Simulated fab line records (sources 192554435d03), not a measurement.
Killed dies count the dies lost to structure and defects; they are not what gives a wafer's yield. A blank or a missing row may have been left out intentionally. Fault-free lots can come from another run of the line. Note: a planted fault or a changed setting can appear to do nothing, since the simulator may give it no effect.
Which of the tools did it? -- flow n5Finfet -- 10 lots with 27 wafers sampled at 6 steps, on a route of 1938 steps

WHAT THE GAUGES READ, wafer by wafer
N5_BEOL_M1_THK_MEAS_01. Usual: M1_ILD_THK gives 79.1 nm (standard deviation 1).
lot,measured,on,M1_ILD_THK (nm),flag
L839,day 6 18:04,filmMetro-02,78.4 77.6 77.9,
L841,day 7 06:12,filmMetro-01,76.8 78.4 78.5,
L842,day 7 11:31,filmMetro-02,78.1 79.0 78.5,
L849,day 9 07:32,filmMetro-01,88.4 79.1 80.4,OFF
L848,day 9 07:35,filmMetro-02,78.6 77.3 80.2,
L850,day 9 14:56,filmMetro-02,88.0 79.3,OFF
L851,day 9 19:14,filmMetro-01,87.3 79.9,OFF
L854,day 10 10:15,filmMetro-01,79.4 80.8,
L858,day 11 11:07,filmMetro-02,79.1 81.5 82.1,
L857,day 11 11:23,filmMetro-02,80.6 80.5 82.2,

N5_BEOL_M4_RC_MEAS_101. Usual: DIBL_N 36.9 mV/V, standard deviation 1.7; DIBL_P 37.3 mV/V, standard deviation 2.3; IOFF_N 0.16 nA/um, standard deviation 0.033; IOFF_P 0.22 nA/um, standard deviation 0.04; ION_N 673 uA/um, standard deviation 12; ION_P 463 uA/um, standard deviation 8; SS_N 71.6 mV/dec, standard deviation 0.58; SS_P 73.4 mV/dec, standard deviation 0.74; VT_N 250 mV, standard deviation 3.2; VT_P -250 mV, standard deviation 3.4.
lot,measured,on,DIBL_N (mV/V),DIBL_P (mV/V),IOFF_N (nA/um),IOFF_P (nA/um),ION_N (uA/um),ION_P (uA/um),SS_N (mV/dec),SS_P (mV/dec),VT_N (mV),VT_P (mV),flag
L839,day 8 18:08,prober-02,37.3 36.1 36.7,38.3 37.8 38.3,0.18 0.16 0.18,0.23 0.22 0.24,676 668 684,460 464 475,72.1 71.6 72.0,73.7 72.9 72.8,249 252 247,-249 -250 -249,
L841,day 9 07:04,prober-01,36.9 34.3 35.0,36.3 33.5 33.1,0.17 0.14 0.13,0.20 0.17 0.16,665 684 660,451 461 446,71.1 70.8 71.4,73.1 73.1 72.3,251 250 253,-252 -257 -257,
L842,day 9 13:07,prober-02,36.4 37.5 35.8,38.5 39.4 37.3,0.17 0.19 0.16,0.25 0.26 0.23,664 675 666,460 465 461,72.0 71.8 71.3,73.9 73.2 73.3,248 248 248,-251 -251 -249,
L849,day 11 14:33,prober-01,38.1 38.3 38.3,38.6 38.1 37.8,0.20 0.19 0.18,0.26 0.25 0.24,680 689 686,467 469 465,71.4 71.6 72.5,74.6 73.7 73.2,246 245 245,-248 -248 -248,
L848,day 11 16:25,prober-01,36.9 37.1 37.4,36.1 36.9 37.8,0.15 0.15 0.17,0.25 0.26 0.28,664 666 686,464 464 474,70.8 71.7 71.7,72.6 73.8 72.7,251 252 249,-243 -248 -243,
L850,day 11 14:55,prober-02,38.1 36.9,37.7 36.9,0.17 0.17,0.26 0.24,676 699,469 477,71.7 71.6,73.6 73.4,250 249,-247 -249,
L851,day 11 21:56,prober-01,35.4 35.7,36.1 36.9,0.14 0.13,0.18 0.20,682 669,468 462,71.1 71.7,73.3 73.1,252 251,-256 -252,
L854,day 12 07:57,prober-01,36.9 35.7,35.1 34.5,0.13 0.13,0.20 0.19,654 661,456 453,71.3 71.7,73.8 73.3,256 252,-252 -251,
L858,day 13 19:45,prober-02,38.6 39.3 37.7,39.3 39.4 38.0,0.18 0.18 0.14,0.24 0.23 0.21,673 669 661,459 459 453,71.7 72.6 72.0,73.9 74.4 73.8,252 251 255,-252 -253 -255,
L857,day 13 20:19,prober-01,34.2 39.0 36.4,36.0 41.1 37.0,0.12 0.20 0.14,0.19 0.27 0.21,669 677 667,467 465 464,71.6 72.0 71.3,72.4 73.9 73.9,256 246 254,-254 -248 -248,

WHICH TOOL RAN EACH LOT (tool, then ch and the chambers of the sampled wafers, then the start)
lot,N5_BEOL_M0_SPUTTER_116,N5_BEOL_M0_ANNEAL_117,N5_BEOL_M0_ANNEAL_119,N5_BEOL_M1_ILD_DEP_00
L839,"pvdSputter-03, day 6 16:31","pvdSputter-03, day 6 16:36","rtpAnneal-02 ch 0, day 6 17:05","pecvd-02 ch 0,1,2, day 6 17:59"
L841,"pvdSputter-02, day 7 04:40","pvdSputter-02, day 7 04:44","rtpAnneal-02 ch 0, day 7 05:13","pecvd-01 ch 0,2, day 7 06:08"
L842,"pvdSputter-01, day 7 09:42","pvdSputter-01, day 7 09:47","rtpAnneal-01 ch 0, day 7 10:39","pecvd-02 ch 0,1,2, day 7 11:28"
L849,"pvdSputter-01, day 9 05:55","pvdSputter-01, day 9 06:00","rtpAnneal-02 ch 0, day 9 06:28","pecvd-02 ch 1,2, day 9 07:26"
L848,"pvdSputter-02, day 9 06:03","pvdSputter-02, day 9 06:08","rtpAnneal-01 ch 0, day 9 06:39","pecvd-04 ch 1,2, day 9 07:31"
L850,"pvdSputter-01, day 9 12:44","pvdSputter-01, day 9 12:49","rtpAnneal-02 ch 0, day 9 13:57","pecvd-02 ch 0,2, day 9 14:52"
L851,"pvdSputter-03, day 9 17:31","pvdSputter-03, day 9 17:35","rtpAnneal-02 ch 0, day 9 18:14","pecvd-02 ch 1,2, day 9 19:10"
L854,"pvdSputter-01, day 10 08:42","pvdSputter-01, day 10 08:47","rtpAnneal-01 ch 0, day 10 09:18","pecvd-04 ch 1, day 10 10:10"
L858,"pvdSputter-03, day 11 09:25","pvdSputter-03, day 11 09:29","rtpAnneal-02 ch 0, day 11 10:13","pecvd-04 ch 0,2, day 11 11:03"
L857,"pvdSputter-03, day 11 09:51","pvdSputter-03, day 11 09:56","rtpAnneal-02 ch 0, day 11 10:30","pecvd-04 ch 0,1, day 11 11:19"
- N5_BEOL_M0_SPUTTER_116: material Cu, target thk 4 nm, time 7.37 s.
- N5_BEOL_M0_ANNEAL_117: time 60 s.
- N5_BEOL_M0_ANNEAL_119: time 90 s.
- N5_BEOL_M1_ILD_DEP_00: deposits SiOC from DEMS/O2, target thk 79 nm, time 15.3 s.

AS READ BY THE TOOLS THEMSELVES (means over the sampled wafers that have a number; for cases with no such wafer, the mark the record gives instead)
N5_BEOL_M0_SPUTTER_116. Usual: chuckGasFlowSccm 1.27 sccm, standard deviation 0.056; throttleValvePct 29.7 %, standard deviation 1.
lot,tool,chuckGasFlowSccm (sccm),throttleValvePct (%),flag
L839,pvdSputter-03,1.29,29.6,
L841,pvdSputter-02,1.24,29.4,
L842,pvdSputter-01,1.34,31.6,
L849,pvdSputter-01,1.27,30.2,
L848,pvdSputter-02,1.29,29.2,
L850,pvdSputter-01,1.31,29.6,
L851,pvdSputter-03,1.33,29.7,
L854,pvdSputter-01,1.25,31.5,
L858,pvdSputter-03,1.24,29.7,
L857,pvdSputter-03,1.25,30.0,

N5_BEOL_M0_ANNEAL_117. Usual: heaterPowerW reads 796 W (standard deviation 68).
lot,tool,heaterPowerW (W),flag
L839,pvdSputter-03,729,
L841,pvdSputter-02,804,
L842,pvdSputter-01,860,
L849,pvdSputter-01,873,
L848,pvdSputter-02,806,
L850,pvdSputter-01,862,
L851,pvdSputter-03,748,
L854,pvdSputter-01,872,
L858,pvdSputter-03,716,
L857,pvdSputter-03,752,

N5_BEOL_M0_ANNEAL_119. Usual: annealTempCMax 226.3, standard deviation 0.64; wafer_temp_C_max 225.62, standard deviation 0.18.
lot,tool,annealTempCMax,wafer_temp_C_max,flag
L839,rtpAnneal-02,225.9,225.70,
L841,rtpAnneal-02,226.1,225.63,
L842,rtpAnneal-01,227.0,225.82,
L849,rtpAnneal-02,225.8,225.60,
L848,rtpAnneal-01,226.7,225.56,
L850,rtpAnneal-02,225.6,225.69,
L851,rtpAnneal-02,225.7,225.72,
L854,rtpAnneal-01,226.7,225.66,
L858,rtpAnneal-02,225.8,225.64,
L857,rtpAnneal-02,225.7,225.75,

N5_BEOL_M1_ILD_DEP_00. Usual: heaterPowerW 471 W, standard deviation 84; rfFwdPowerW 494.2 W, standard deviation 1.6; showerheadPlenumPTorr 5.691 Torr, standard deviation 0.0095; throttleValvePct 11.8 %, standard deviation 0.59.
lot,tool,heaterPowerW (W),rfFwdPowerW (W),showerheadPlenumPTorr (Torr),throttleValvePct (%),flag
L839,pecvd-02,422,495.0,5.691,11.6,
L841,pecvd-01,641,495.9,5.686,11.6,
L842,pecvd-02,437,495.8,5.689,11.8,
L849,pecvd-02,434,493.4,5.689,12.0,
L848,pecvd-04,392,493.2,5.685,12.0,
L850,pecvd-02,472,494.0,5.697,11.4,
L851,pecvd-02,451,495.0,5.697,11.9,
L854,pecvd-04,320,492.0,5.691,11.8,
L858,pecvd-04,462,495.0,5.693,11.4,
L857,pecvd-04,458,492.9,5.685,12.2,

THE ANSWER, worked out from the rows above alone
Rule: take the mean of a lot's wafers that have a number; if it is more than 3 standard deviations from the usual mean, the lot is off. Also off: a lot with no number at a reading for which 4 or more lots have one. Where the step has rows for the other lots, those lots are counted as sound. Order of review: gauges by route order, followed by the tools' own readings, for which a lot's mean as printed above is used. The first step at which some lot is off is used, and at that step the reading that is off furthest; a lot without a number counts as furthest.
Off: L849, L850, L851, at N5_BEOL_M1_THK_MEAS_01 (M1_ILD_THK).
If a tool, at a process step before that reading, ran all the lots that are off and no sound lot after the first of them, it fits. The gauges at N5_BEOL_M1_THK_MEAS_01 are tried like those tools. One fits: N5_BEOL_M1_ILD_DEP_00 on pecvd-02. Its last sound lot is L842 (day 7 11:28), its first lot that is off L849 (day 9 07:26): a fault that began between those two fits.

WHAT HAD BEEN PUT IN BY THE SIMULATOR
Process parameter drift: pecvd-02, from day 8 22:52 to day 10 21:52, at N5_BEOL_M1_ILD_DEP_00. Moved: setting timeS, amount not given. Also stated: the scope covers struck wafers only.
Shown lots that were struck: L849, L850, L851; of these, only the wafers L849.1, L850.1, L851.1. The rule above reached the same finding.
